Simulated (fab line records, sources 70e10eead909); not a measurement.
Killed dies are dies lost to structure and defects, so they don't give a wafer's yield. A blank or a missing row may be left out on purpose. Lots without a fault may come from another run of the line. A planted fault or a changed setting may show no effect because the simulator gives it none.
Which tool did it? | flow nand_harc | 13 lots, 39 wafers sampled, at 5 steps of a route of 1159

WHAT THE GAUGES READ, wafer by wafer
NHARC_END_SORT_01. Usual: killed_at_array 25, standard deviation 9.2; killed_at_other 0.9, standard deviation 1.3; killed_at_periphery 3.3, standard deviation 2.3; killed_dies 29, standard deviation 9.6; killed_open 3.2, standard deviation 1.8; killed_short 2, standard deviation 1.4.
lot  | measured     | on        | killed_at_array | killed_at_other | killed_at_periphery | killed_dies | killed_open | killed_short | flag
L667 | day 23 14:02 | prober-02 | 67 22 27        | 2 2 5           | 1 1 1               | 70 25 33    | 3 0 4       | 5 2 5        |
L669 | day 24 00:28 | prober-01 | 25 37 84        | 0 1 0           | 5 3 2               | 30 41 86    | 2 1 2       | 3 3 2        |

WHICH TOOL RAN EACH LOT (tool, then ch and the chambers of the sampled wafers, then the start)
lot  | NHARC_A_CONTACT_ETCH_114             | NHARC_A_M1_PRE_CLEAN_32         | NHARC_A_BONDPAD_ETCH_34            | NHARC_THIN_TSV_STRIP_62
L653 | har_cap_etch-02 ch 0,1, day 16 10:52 | pecvd-01 ch 0,1,2, day 17 19:10 | rie_diel-03 ch 0,1,3, day 17 21:19 | plasma_asher-02 ch 0,1, day 18 16:16
L654 | har_cap_etch-03 ch 0,1, day 16 16:35 | pecvd-04 ch 0,1,2, day 18 00:18 | rie_diel-06 ch 0,1,3, day 18 02:28 | plasma_asher-02 ch 0,1, day 18 22:28
L656 | har_cap_etch-02 ch 0,1, day 16 18:50 | pecvd-02 ch 0,1, day 18 06:52   | rie_diel-06 ch 1,2, day 18 09:07   | plasma_asher-01 ch 1, day 19 04:49
L658 | har_cap_etch-02 ch 0,1, day 16 20:46 | pecvd-01 ch 0,1, day 18 07:09   | rie_diel-03 ch 0,1, day 18 09:46   | plasma_asher-02 ch 0,1, day 19 03:46
L655 | har_cap_etch-03 ch 0,1, day 17 01:04 | pecvd-02 ch 0,2, day 18 11:40   | rie_diel-03 ch 0,2, day 18 13:53   | plasma_asher-02 ch 0,1, day 19 10:14
L657 | har_cap_etch-01 ch 0,1, day 17 02:34 | pecvd-04 ch 0,1, day 18 11:19   | rie_diel-03 ch 2,3, day 18 13:28   | plasma_asher-02 ch 0,1, day 19 05:59
L660 | har_cap_etch-03 ch 0,1, day 17 20:40 | pecvd-01 ch 0,2, day 19 05:06   | rie_diel-06 ch 0,2,3, day 19 07:14 | plasma_asher-02 ch 0,1, day 20 02:10
L659 | har_cap_etch-02 ch 0,1, day 18 04:24 | pecvd-01 ch 0,1, day 19 11:15   | rie_diel-03 ch 0,1,2, day 19 13:17 | plasma_asher-02 ch 0,1, day 20 07:16
L663 | har_cap_etch-01 ch 0,1, day 18 23:43 | pecvd-02 ch 1,2, day 20 09:04   | rie_diel-06 ch 0,1,2, day 20 11:12 | plasma_asher-01 ch 0,1, day 21 05:08
L665 | har_cap_etch-02 ch 0,1, day 19 12:50 | pecvd-02 ch 0,1,2, day 21 00:26 | rie_diel-06 ch 1,2,3, day 21 02:35 | plasma_asher-02 ch 0,1, day 21 22:38
L667 | har_cap_etch-02 ch 0,1, day 20 03:00 | pecvd-04 ch 0,1,2, day 22 00:10 | rie_diel-06 ch 1,2,3, day 22 02:15 | plasma_asher-02 ch 0,1, day 23 01:42
L669 | har_cap_etch-02 ch 0,1, day 20 18:39 | pecvd-01 ch 0,2, day 22 11:42   | rie_diel-03 ch 1,3, day 22 13:46   | plasma_asher-01 ch 0,1, day 23 10:53
L676 | har_cap_etch-03 ch 0,1, day 22 08:59 | pecvd-02 ch 1,2, day 23 16:57   | rie_diel-06 ch 1,2,3, day 23 19:02 | plasma_asher-02 ch 0,1, day 24 13:05
- NHARC_A_CONTACT_ETCH_114: etches the open film in C4F8/O2/Ar, time 94 s, target depth 922 nm.
- NHARC_A_M1_PRE_CLEAN_32: time 12 s.
- NHARC_A_BONDPAD_ETCH_34: etches the open film in N2/H2, target depth 60 nm, overetch 18 nm, time 65.91 s.
- NHARC_THIN_TSV_STRIP_62: strips in N2/H2, time 20 s.

WHAT THE TOOLS THEMSELVES READ (means of the sampled wafers that have a number; where no wafer has one, the mark that the record gives instead)
NHARC_A_M1_PRE_CLEAN_32. Usual: heater_power_w 655 W, standard deviation 94.
lot  | tool     | heater_power_w (W) | flag
L653 | pecvd-01 | 669                |
L654 | pecvd-04 | 598                |
L656 | pecvd-02 | 796                |
L658 | pecvd-01 | 608                |
L655 | pecvd-02 | 789                |
L657 | pecvd-04 | 557                |
L660 | pecvd-01 | 676                |
L659 | pecvd-01 | 629                |
L663 | pecvd-02 | 660                |
L665 | pecvd-02 | 713                |
L667 | pecvd-04 | 577                |
L669 | pecvd-01 | 601                |
L676 | pecvd-02 | 698                |

NHARC_A_BONDPAD_ETCH_34. Usual: drypump_motor_current_A 5.6 A, standard deviation 0.45; oes_product_au 0.994 a.u., standard deviation 0.0095; rf_vpp_V 430 V, standard deviation 3.3; showerhead_plenum_p_Torr 2.03 Torr, standard deviation 0.12; throttle_valve_pct 14.170 %, standard deviation 0.0094.
lot  | tool        | drypump_motor_current_A (A) | oes_product_au (a.u.) | rf_vpp_V (V) | showerhead_plenum_p_Torr (Torr) | throttle_valve_pct (%) | flag
L653 | rie_diel-03 | 5.7                         | 0.996                 | 431          | 2.05                            | 14.171                 |
L654 | rie_diel-06 | 5.4                         | 1.009                 | 430          | 2.02                            | 14.173                 |
L656 | rie_diel-06 | 5.2                         | 0.995                 | 426          | 1.90                            | 14.175                 |
L658 | rie_diel-03 | 6.1                         | 0.985                 | 427          | 1.95                            | 14.171                 |
L655 | rie_diel-03 | 5.7                         | 0.999                 | 432          | 2.12                            | 14.174                 |
L657 | rie_diel-03 | 5.6                         | 0.989                 | 435          | 2.18                            | 14.177                 |
L660 | rie_diel-06 | 5.8                         | 0.996                 | 429          | 2.02                            | 14.169                 |
L659 | rie_diel-03 | 5.9                         | 0.990                 | 430          | 2.03                            | 14.170                 |
L663 | rie_diel-06 | 5.4                         | 0.998                 | 428          | 1.95                            | 14.162                 |
L665 | rie_diel-06 | 5.5                         | 0.990                 | 428          | 1.97                            | 14.179                 |
L667 | rie_diel-06 | 5.5                         | 0.990                 | 429          | 1.97                            | 14.172                 |
L669 | rie_diel-03 | 5.6                         | 0.988                 | 431          | 2.10                            | 14.169                 |
L676 | rie_diel-06 | 5.5                         | 0.994                 | 429          | 1.97                            | 14.160                 |

NHARC_THIN_TSV_STRIP_62. Usual: drypump_motor_current_A 5.63 A, standard deviation 0.29; heater_power_w 338 W, standard deviation 31.
lot  | tool            | drypump_motor_current_A (A) | heater_power_w (W) | flag
L653 | plasma_asher-02 | 5.87                        | 309                |
L654 | plasma_asher-02 | 5.90                        | 308                |
L656 | plasma_asher-01 | 5.24                        | 374                |
L658 | plasma_asher-02 | 5.87                        | 311                |
L655 | plasma_asher-02 | 5.91                        | 306                |
L657 | plasma_asher-02 | 5.88                        | 311                |
L660 | plasma_asher-02 | 5.88                        | 312                |
L659 | plasma_asher-02 | 5.87                        | 308                |
L663 | plasma_asher-01 | 5.39                        | 369                |
L665 | plasma_asher-02 | 5.87                        | 316                |
L667 | plasma_asher-02 | 5.89                        | 303                |
L669 | plasma_asher-01 | 5.40                        | 369                |
L676 | plasma_asher-02 | 5.90                        | 307                |

THE ANSWER, worked out from the rows above alone
Rule: a lot is off if the mean of its wafers that have a number lies more than 3 standard deviations from the usual mean. A lot without any number at a reading at which 4 lots or more have one is off too. The other lots that the step has rows for count as sound. The gauges are gone through in route order, then the tools' own readings, and for those a lot's mean is taken as printed above. The first step at which some lot is off is used, and at that step the reading that is off furthest; a lot without a number counts as furthest.
No lot is off at any reading shown: from this, nothing can be told.

WHAT THE SIMULATOR HAD PUT IN
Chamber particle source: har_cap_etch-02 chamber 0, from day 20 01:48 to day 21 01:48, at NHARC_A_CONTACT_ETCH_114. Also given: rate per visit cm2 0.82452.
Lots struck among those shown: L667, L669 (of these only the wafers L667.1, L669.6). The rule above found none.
